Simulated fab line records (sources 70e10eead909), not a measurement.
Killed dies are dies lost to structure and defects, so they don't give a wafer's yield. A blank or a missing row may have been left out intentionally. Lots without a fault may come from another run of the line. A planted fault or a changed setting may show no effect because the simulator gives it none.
Chamber matching | flow nand-harc | NHARC_A_CHANNEL_HOLE_D2_ETCH_44 on rie-diel-01: 4 sister chambers
The step etches the open film in CF4/O2, target depth 140 nm, overetch 14 nm, time 77 s. 4 wafers are shown with their chamber, then 7 later ones without.

EACH WAFER AND ITS CHAMBER
wafer  | chamber | drypump-motor-current-A (A)
L082.2 | 1       | 6.2
L084.1 | 3       | 5.2
L087.1 | 2       | 5.2
L087.4 | 0       | 5.8

WAFERS WITH NO CHAMBER GIVEN
wafer  | drypump-motor-current-A (A)
L087.6 | 5.9
L093.2 | 5.3
L093.3 | 6.2
L093.6 | 5.8
L095.3 | 5.3
L095.5 | 5.3
L095.6 | 5.3

WHICH CHAMBER EACH ONE RAN IN
wafer  | from the rows above     | in truth
L087.6 | 0                       | 0
L093.2 | can't be placed: 2 or 3 | 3
L093.3 | 1                       | 1
L093.6 | 0                       | 0
L095.3 | can't be placed: 2 or 3 | 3
L095.5 | can't be placed: 2 or 3 | 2
L095.6 | can't be placed: 2 or 3 | 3
Correct placement for 3 of the 7. These rows do not allow placing 4 (true chamber among the candidates in 4). Wrongly placed: 0.
How it was worked out, from the rows above alone: a wafer's distance from a chamber is the root of the sum, over the readings, of the square of ((its reading less the chamber's mean) divided by the reading's scatter). If the next closest chamber is less than 2 further off than the closest, the wafer can't be placed; otherwise it belongs to the closest. Each chamber's mean is taken over the wafers shown for it. The scatter: with one shown wafer a chamber, the root of the mean of the squares of how far each hidden wafer lies from its nearest shown one.
